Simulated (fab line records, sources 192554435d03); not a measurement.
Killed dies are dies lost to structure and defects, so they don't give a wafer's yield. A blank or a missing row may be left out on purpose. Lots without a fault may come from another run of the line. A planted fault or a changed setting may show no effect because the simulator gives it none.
Split-lot experiment | flow n5_finfet | 7 lots, 39 wafers read, on a route of 1938 steps

THE SPLIT
At N5_FIN_SAQP_HM_DEP_72 (deposits SiO2 from SiH4/N2O, target thk 12 nm, time 7.2 s), the setting target_thk_a was moved away from the recipe's 120 angstrom on 12 of the 39 wafers read, by -31.4% to +59.4%. The other wafers ran this setting at the recipe's value.

FROM THE SPLIT TO THE READING: what the file shows between them, 4 steps
- N5_FIN_SAQP_COAT_49: time 60 s, resist thk 100 nm
- N5_FIN_SAQP_COAT_50: time 60 s, resist thk 35 nm
- N5_FIN_SAQP_ETCH_52: etches SOC in N2/H2, target depth 100 nm, overetch 20 nm, time 150 s
- N5_FIN_SAQP_STRIP_53: strips in N2/H2

THE READING
etch.depth_nm (the simulator's own value, which no gauge read), in nm, at N5_FIN_SAQP_HM_OPEN_73 (chemistry CHF3/O2, target SiO2, stops on a-Si, target depth 12 nm, time 16.8 s). The file gives no usual value for it. The 27 wafers here that ran the recipe average 12.021 nm, standard deviation 0.18 nm.

wafer  | tool, chamber at the split | target_thk_a as run, angstrom | against the recipe | etch.depth_nm, nm | against lot-mates on the recipe
L081.1 | pecvd-03, 1                | 120                           | recipe             | 11.78             | -
L081.2 | pecvd-03, 0                | 156.9                         | +30.8%             | 15.32             | +3.420
L081.3 | pecvd-03, 2                | 156.9                         | +30.8%             | 15.39             | +3.490
L081.4 | pecvd-03, 0                | 120                           | recipe             | 12.02             | -
L081.5 | pecvd-03, 2                | 156.9                         | +30.8%             | 15.5              | +3.600
L081.6 | pecvd-03, 1                | 120                           | recipe             | 11.9              | -
L084.1 | pecvd-02, 0                | 120                           | recipe             | 11.57             | -
L084.2 | pecvd-02, 2                | 82.26                         | -31.4%             | 7.899             | -3.834
L084.3 | pecvd-02, 1                | 120                           | recipe             | 11.75             | -
L084.4 | pecvd-02, 2                | 120                           | recipe             | 11.88             | -
L084.5 | pecvd-02, 1                | 82.26                         | -31.4%             | 8.118             | -3.615
L084.6 | pecvd-02, 0                | 82.26                         | -31.4%             | 8.004             | -3.729
L085.1 | pecvd-01, 0                | 120                           | recipe             | 12.04             | -
L085.2 | pecvd-01, 2                | 120                           | recipe             | 11.84             | -
L085.3 | pecvd-01, 0                | 120                           | recipe             | 12.19             | -
L085.4 | pecvd-01, 2                | 120                           | recipe             | 11.96             | -
L085.5 | pecvd-01, 2                | 120                           | recipe             | 11.91             | -
L085.6 | pecvd-01, 0                | 120                           | recipe             | 12.17             | -
L087.1 | pecvd-03, 0                | 120                           | recipe             | 12.19             | -
L087.2 | pecvd-03, 1                | 120                           | recipe             | 12.21             | -
L087.3 | pecvd-03, 2                | 120                           | recipe             | 12.14             | -
L087.4 | pecvd-03, 0                | 120                           | recipe             | 12.3              | -
L087.5 | pecvd-03, 1                | 120                           | recipe             | 12.23             | -
L087.6 | pecvd-03, 2                | 120                           | recipe             | 12.1              | -
L090.1 | pecvd-01, 0                | 89.32                         | -25.6%             | 9.103             | -3.004
L090.2 | pecvd-01, 1                | 120                           | recipe             | 11.98             | -
L090.3 | pecvd-01, 2                | 89.32                         | -25.6%             | 8.869             | -3.238
L090.4 | pecvd-01, 1                | 120                           | recipe             | 12.3              | -
L090.5 | pecvd-01, 0                | 89.32                         | -25.6%             | 9.281             | -2.826
L090.6 | pecvd-01, 2                | 120                           | recipe             | 12.04             | -
L092.1 | pecvd-03, 2                | 120                           | recipe             | 12.08             | -
L092.2 | pecvd-03, 0                | 191.3                         | +59.4%             | 19.13             | +7.040
L092.3 | pecvd-03, 1                | 191.3                         | +59.4%             | 19.15             | +7.060
L092.4 | pecvd-03, 1                | 191.3                         | +59.4%             | 19.36             | +7.270
L092.5 | pecvd-03, 0                | 120                           | recipe             | 12.2              | -
L092.6 | pecvd-03, 2                | 120                           | recipe             | 11.99             | -
L097.1 | pecvd-02, 2                | 120                           | recipe             | 11.8              | -
L097.4 | pecvd-02, 2                | 120                           | recipe             | 11.96             | -
L097.5 | pecvd-02, 0                | 120                           | recipe             | 12.03             | -

THE FIT
A straight line over all 39 wafers: etch.depth_nm changes by +0.12 nm for each +1% of target_thk_a; r = +1.00; the points scatter about the line by 0.2 nm.
The same after taking each lot's own level away (the mean of its wafers on the recipe; 39 wafers): +0.119 nm for each +1%; r = +1.00; scatter 0.12 nm.
On that fit, the largest move of target_thk_a shifts the reading by 7 nm.
The lots' own levels span 11.7333 to 12.1950 nm, that is 2.6 times the standard deviation above.
So the lot-to-lot level changes the slope little: the two slopes agree.
Check: with one of the wafers moved furthest among these (+59.4%) left out of the fit, the line predicts +7.04 nm for it against its lot-mates. It came out at +7.04 nm against them.

THE WHOLE CHAIN: every reading that the file lists as answering this split, in the file's order
step                   | what it does                                                                   | reading                                                                            | change (the file's fit)               | r (the file's)
N5_FIN_SAQP_HM_DEP_72  | deposits SiO2 from SiH4/N2O, target thk 12 nm, time 7.2 s                      | SiO2_of_FIN_SAQP_HM_DEP_72.thk_nm (the simulator's own value, which no gauge read) | +0.119 nm for each +1% of the setting | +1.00
N5_FIN_SAQP_HM_OPEN_73 | chemistry CHF3/O2, target SiO2, stops on a-Si, target depth 12 nm, time 16.8 s | etch.depth_nm (the simulator's own value, which no gauge read)                     | +0.119 nm for each +1% of the setting | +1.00

THE FILE'S OWN FIT
etch.depth_nm changes by +0.119 nm for each +1% of target_thk_a, r = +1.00.
